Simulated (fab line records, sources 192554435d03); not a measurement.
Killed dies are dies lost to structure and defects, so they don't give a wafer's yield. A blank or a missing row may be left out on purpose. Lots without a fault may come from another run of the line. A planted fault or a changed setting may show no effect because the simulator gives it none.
Chamber matching | flow n5_finfet | N5_BEOL_M0_STRIP_104 on rie_diel-05: 4 sister chambers
The step strips in N2/H2. 16 wafers are shown with their chamber, then 8 later ones without.

WAFERS WITH THEIR CHAMBER
wafer  | chamber | showerhead_plenum_p_Torr (Torr) | drypump_motor_current_A (A) | throttle_valve_pct (%)
L075.2 | 0       | 2.46                            | 6.2                         | 23.72
L075.4 | 2       | 2.71                            | 5.6                         | 23.73
L075.6 | 0       | 2.46                            | 6.2                         | 23.73
L077.1 | 2       | 2.71                            | 5.6                         | 23.76
L077.3 | 1       | 2.48                            | 5.6                         | 23.99
L077.6 | 0       | 2.46                            | 6.2                         | 23.73
L079.3 | 2       | 2.71                            | 5.6                         | 23.73
L079.4 | 1       | 2.48                            | 5.7                         | 24.01
L079.6 | 3       | 2.68                            | 4.6                         | 23.72
L086.1 | 3       | 2.68                            | 4.6                         | 23.71
L086.3 | 1       | 2.48                            | 5.7                         | 24.03
L086.6 | 2       | 2.70                            | 5.6                         | 23.76
L088.2 | 3       | 2.68                            | 4.6                         | 23.70
L088.3 | 1       | 2.48                            | 5.6                         | 24.02
L088.5 | 1       | 2.48                            | 5.7                         | 24.01
L094.1 | 2       | 2.70                            | 5.6                         | 23.78

SIGNATURES (means of the wafers above)
reading                  | chamber 0 | chamber 1 | chamber 2 | chamber 3 | scatter within a chamber
showerhead_plenum_p_Torr | 2.4600    | 2.4800    | 2.7060    | 2.6800    | 0.00316
drypump_motor_current_A  | 6.200     | 5.660     | 5.600     | 4.600     | 0.0316
throttle_valve_pct       | 23.7267   | 24.0120   | 23.7520   | 23.7100   | 0.0159
Rule: a wafer's distance from a chamber is the root of the sum, over the readings, of the square of ((its reading less the chamber's mean) divided by the reading's scatter). The wafer belongs to the nearest chamber; if the next one is less than 2 further off, it can't be placed. The scatter: the root of (the sum of the squares of (reading less its chamber's mean) over the shown wafers, divided by (wafers less chambers)).

WAFERS WITHOUT THEIR CHAMBER
wafer  | showerhead_plenum_p_Torr (Torr) | drypump_motor_current_A (A) | throttle_valve_pct (%)
L094.2 | 2.67                            | 4.6                         | 23.70
L094.5 | 2.70                            | 5.6                         | 23.73
L095.2 | 2.67                            | 4.7                         | 23.74
L095.3 | 2.47                            | 5.7                         | 24.03
L095.4 | 2.70                            | 5.6                         | 23.76
L096.2 | 2.69                            | 5.6                         | 23.76
L096.3 | 2.45                            | 6.2                         | 23.75
L096.4 | 2.67                            | 4.6                         | 23.71

WHICH CHAMBER EACH WENT THROUGH
wafer  | from the rows above | in truth
L094.2 | 3                   | 3
L094.5 | 2                   | 2
L095.2 | 3                   | 3
L095.3 | 1                   | 1
L095.4 | 2                   | 2
L096.2 | 2                   | 2
L096.3 | 0                   | 0
L096.4 | 3                   | 3
Placed correctly: 8 of 8. Can't be placed from these rows: 0. Placed wrongly: 0.
